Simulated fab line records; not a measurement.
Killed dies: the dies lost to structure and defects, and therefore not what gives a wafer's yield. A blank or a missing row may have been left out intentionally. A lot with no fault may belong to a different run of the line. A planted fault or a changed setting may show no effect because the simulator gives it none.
Struck lot and sound lot, side by side + flow nandHarc + 26 out of 1302 route steps
Sound: the wafers L766.2, L766.3, L766.5. Wafers struck: L778.2, L778.5, L778.6. The cause is named last.
Per side, at each step with rows, come the tool, then ch with its chambers, and then its first start. Under that, the readings that differ: sound wafers + struck wafers + difference of the means + sigmas: that difference in standard deviations of wafers without a fault.
alike: same words and numbers on both sides, and readings whose means sit less than 2 such deviations apart. not compared: any withheld reading, any reading some wafer has no value for, any bound like >300 that may hide the same value, and any number with overlapping values for which the record gives no deviation.
The two part at a step that has a row with sigmas, a row that says differs or no value, or rows on one side only. Numbers that have no deviation but don't overlap get no sigmas and don't part them. A reading that every wafer of one side lacks parts them only if that side has two wafers or more.

first, 6 steps without rows for these wafers: NHARC_A_SLIT_COAT_03 (resist thk 90 nm); NHARC_A_SLIT_SOFTBAKE_04 (time 55 s); NHARC_A_SLIT_EBR_05; NHARC_A_SLIT_EXPOSE_06 (exposes mask SLIT); NHARC_A_SLIT_PEB_07 (peb time 65 s); NHARC_A_SLIT_DEVELOP_08 (develop time 35 s).
NHARC_A_SLIT_CD_MEAS_09: target cd 300 nm.
  sound on cdSem-03 ch 0, day 20 04:36; struck on cdSem-02 ch 0, day 24 23:44
  alike: cdNm
NHARC_A_SLIT_OVL_MEAS_10:
  sound: overlay-01 at day 20 04:41; struck: overlay-01 at day 24 23:49
  alike: overlayXNm, overlayYNm
NHARC_A_SLIT_INSPECT_11:
  sound: defectInspect-02 at day 20 04:43; struck: defectInspect-02 at day 24 23:52
  alike: rawDefectCount
then, 1 step without rows for these wafers: NHARC_A_SLIT_DESCUM_14 (chemistry O2, time 3 s).
NHARC_A_SLIT_ETCH_24: etches the open film in CF4/CHF3, target depth 121 nm, time 60.5 s.
  sound on rieDiel-12 ch 2,3, day 20 04:52; struck on rieDiel-07 ch 0,2,3, day 25 00:01
  alike: cf4FlowSccm, drypumpMotorCurrentA, oesProductAu, rfVppV, showerheadPlenumPTorr, throttleValvePct
  not compared: rfHoursCounterH
NHARC_A_SLIT_ETCH_15: etches the open film in O2/COS, target depth 6200 nm, time 1612 s.
  sound: rieDiel-12 ch 2,3; struck: rieDiel-07 ch 0,2,3
  alike: drypumpMotorCurrentA, oesProductAu, rfVppV, showerheadPlenumPTorr, throttleValvePct
  not compared: rfHoursCounterH
NHARC_A_SLIT_ETCH_17: etches the open film in C4F8/O2/Ar, time 4254.5 s, target depth 20300 nm.
  sound on harEtch-01 ch 0,1, day 20 08:37; struck on harEtch-01 ch 0,1, day 25 01:47
  alike: drypumpMotorCurrentA, showerheadPlenumPTorr, throttleValvePct
  not compared: rfHoursCounterH
then, 2 steps without rows for these wafers: NHARC_A_SLIT_ETCH_26 (etches the open film in C4F8/O2/Ar, time 90 s, target depth 400 nm); NHARC_A_SLIT_STRIP_28 (strips in O2/COS).
NHARC_A_SLIT_ETCH_29: etches the open film in CF4/O2, target depth 100 nm, overetch 10 nm, time 55 s.
  sound on rieDiel-07 ch 0,2, day 20 13:07; struck on rieDiel-07 ch 1,2, day 25 05:41
  alike: cf4FlowSccm, drypumpMotorCurrentA, oes_o_777_au, oesProductAu, rfVppV, showerheadPlenumPTorr, throttleValvePct
  not compared: rfHoursCounterH
NHARC_A_SLIT_STRIP_18: strips in O2.
  sound: rieDiel-07 ch 0,1,3; struck: rieDiel-07 ch 0,2,3
  alike: drypumpMotorCurrentA, oesProductAu, rfVppV, showerheadPlenumPTorr, throttleValvePct
  not compared: rfHoursCounterH
then, 2 steps without rows for these wafers: NHARC_A_SLIT_PRECLEAN_19 (cleans in SC1); NHARC_A_SLIT_SRD_20.
NHARC_A_SLIT_CD_MEAS_21:
  sound: cdSem-02 at day 20 13:39; struck: cdSem-01 at day 25 06:14
  alike: cdNm
then, 3 steps without rows for these wafers: NHARC_A_SIN_REMOVE_WET_00 (chemistry H3PO4, time 15300 s); NHARC_A_SIN_REMOVE_PRECLEAN_01 (cleans in SC1); NHARC_A_SIN_REMOVE_SRD_02.
NHARC_A_SIN_REMOVE_INSPECT_04:
  sound: defectInspect-02 at day 20 20:18; struck: defectInspect-01 at day 25 13:00
| reading        | sound       | struck         | difference | sigmas |
|----------------|-------------|----------------|------------|--------|
| rawDefectCount | 280 335 389 | 1303 1297 1292 | +963       | +11    |
NHARC_A_WL_FILL_ALD_00: deposits Al2O3, target thk 3 nm, pulse time 3 s, ald cycles 30.
  sound on aldHk-02 ch 0,3, day 20 20:22; struck on aldHk-02 ch 0,3, day 25 13:04
  alike: heaterPowerW, precursorPulseHeightRel
-- record jumps: 4 days between struck wafers' starts before vs after; left off in module A_WL_FILL, resumes in module END, first step shown is number 1302 of the route --
NHARC_END_SORT_01:
  sound on prober-01 ch 0, day 25 01:05; struck on prober-02 ch 0, day 29 10:46
| reading    | sound    | struck    | difference | sigmas |
|------------|----------|-----------|------------|--------|
| killedDies | 29 42 43 | 56 122 65 | +43        | +2     |
  alike: killedAtArray, killedAtOther, killedAtPeriphery, killedOpen, killedShort

== WHERE THEY PART ==
Last at NHARC_END_SORT_01 as far as this record goes, first at NHARC_A_SIN_REMOVE_INSPECT_04.

WHY: what had been put in by the simulator
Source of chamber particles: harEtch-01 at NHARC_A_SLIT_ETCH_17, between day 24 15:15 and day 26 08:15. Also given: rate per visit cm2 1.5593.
